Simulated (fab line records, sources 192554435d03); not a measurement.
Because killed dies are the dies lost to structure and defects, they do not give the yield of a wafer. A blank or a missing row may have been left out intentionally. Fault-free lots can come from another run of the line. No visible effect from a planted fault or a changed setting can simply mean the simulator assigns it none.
What tool caused it? + flow n5 finfet + 30 wafers from 10 lots sampled at 5 of the route's 1938 steps

WHAT THE GAUGES READ, wafer by wafer
N5_BEOL_M0_SAQP_OVL_MEAS_15.
| lot  | measured     | on         | M0_CORE_OVL (nm) |
|------|--------------|------------|------------------|
| L075 | day 5 20:40  | overlay-01 | 0.0 -0.2 -1.3    |
| L077 | day 6 07:38  | overlay-02 | -1.2 0.2 -0.2    |
| L079 | day 6 23:53  | overlay-01 | -0.7 -0.5 -0.4   |
| L081 | day 7 06:31  | overlay-02 | 1.1 -0.3 -0.4    |
| L084 | day 8 09:46  | overlay-01 | -2.6 -1.8 -1.6   |
| L086 | day 8 12:54  | overlay-01 | 0.5 0.2 -0.3     |
| L089 | day 9 15:03  | overlay-01 | 0.5 -1.1 -0.3    |
| L092 | day 10 08:20 | overlay-02 | 0.1 0.2 -1.1     |
| L094 | day 10 20:58 | overlay-02 | -1.0 -1.0 -1.2   |
| L096 | day 11 03:06 | overlay-02 | 0.0 -0.2 -1.5    |

EACH LOT AND THE TOOL THAT RAN IT (in order: tool; ch and the chambers of the sampled wafers; start)
| lot  | N5_MOL_CONTACT_COAG_ETCHBACK_132  | N5_MOL_CONTACT_COAG_ETCHBACK_135  | N5_BEOL_M0_SAQP_HM_DEP_02    | N5_BEOL_M0_SAQP_PECVD_03        |
|------|-----------------------------------|-----------------------------------|------------------------------|---------------------------------|
| L075 | rie diel-01 ch 1,2,3, day 5 12:44 | rie diel-01 ch 1,2,3, day 5 12:51 | pvd sputter-01, day 5 18:56  | pecvd-01 ch 1,2, day 5 19:03    |
| L077 | rie diel-01 ch 0,2,3, day 5 22:52 | rie diel-01 ch 0,2,3, day 5 22:59 | pvd sputter-03, day 6 06:49  | pecvd-01 ch 0,2, day 6 06:56    |
| L079 | rie diel-05 ch 0,1,3, day 6 12:41 | rie diel-05 ch 0,1,3, day 6 12:49 | pvd sputter-03, day 6 23:10  | pecvd-04 ch 0,1, day 6 23:17    |
| L081 | rie diel-05 ch 0,2, day 6 23:43   | rie diel-05 ch 0,2, day 6 23:50   | pvd sputter-02, day 7 05:40  | pecvd-04 ch 0,2, day 7 05:48    |
| L084 | rie diel-04 ch 0,2,3, day 7 22:10 | rie diel-04 ch 0,2,3, day 7 22:17 | pvd sputter-01, day 8 08:49  | pecvd-01 ch 0,2, day 8 08:58    |
| L086 | rie diel-05 ch 1,3, day 8 05:43   | rie diel-05 ch 1,3, day 8 05:50   | pvd sputter-03, day 8 12:10  | pecvd-03 ch 0,1, day 8 12:17    |
| L089 | rie diel-04 ch 0,1,2, day 9 05:50 | rie diel-04 ch 0,1,2, day 9 05:57 | pvd sputter-02, day 9 14:15  | pecvd-04 ch 0,1, day 9 14:22    |
| L092 | rie diel-01 ch 0,1, day 9 23:49   | rie diel-01 ch 0,1, day 10 00:00  | pvd sputter-01, day 10 07:28 | pecvd-01 ch 0,1, day 10 07:35   |
| L094 | rie diel-01 ch 0,2, day 10 10:12  | rie diel-01 ch 0,2, day 10 10:19  | pvd sputter-02, day 10 20:07 | pecvd-04 ch 0,2, day 10 20:14   |
| L096 | rie diel-01 ch 1,2, day 10 16:48  | rie diel-01 ch 1,2, day 10 16:56  | pvd sputter-03, day 11 02:15 | pecvd-01 ch 0,1,2, day 11 02:22 |
- N5_MOL_CONTACT_COAG_ETCHBACK_132: etches SiO2 in CHF3, target depth 10 nm, time 6.7 s.
- N5_MOL_CONTACT_COAG_ETCHBACK_135: etches SiO2 in CHF3, target depth 25 nm, time 16.7 s.
- N5_BEOL_M0_SAQP_HM_DEP_02: deposits TiN, target thk 12 nm.
- N5_BEOL_M0_SAQP_PECVD_03: deposits SiCN from 3MS/NH3, target thk 12 nm, time 21.1 s.

THE ANSWER, worked out from the rows above alone
Rule: the usual values come from the lots themselves. The widest of any qualifying gaps counts: lots, ordered by their means at a reading, are off when they make up no more than a third of the lots, leave a main group of 4 or more, and stand apart from it by 3 or more times the standard deviation of that group's means. Not used: any main group whose means are identical at the precision the tables above print for the reading. Also off: a lot with no number at a reading for which 4 or more lots have one. The other lots that the step has rows for count as sound.
Across all readings shown, no lot is off: no conclusion can be drawn from this.

WHAT THE SIMULATOR PUT IN
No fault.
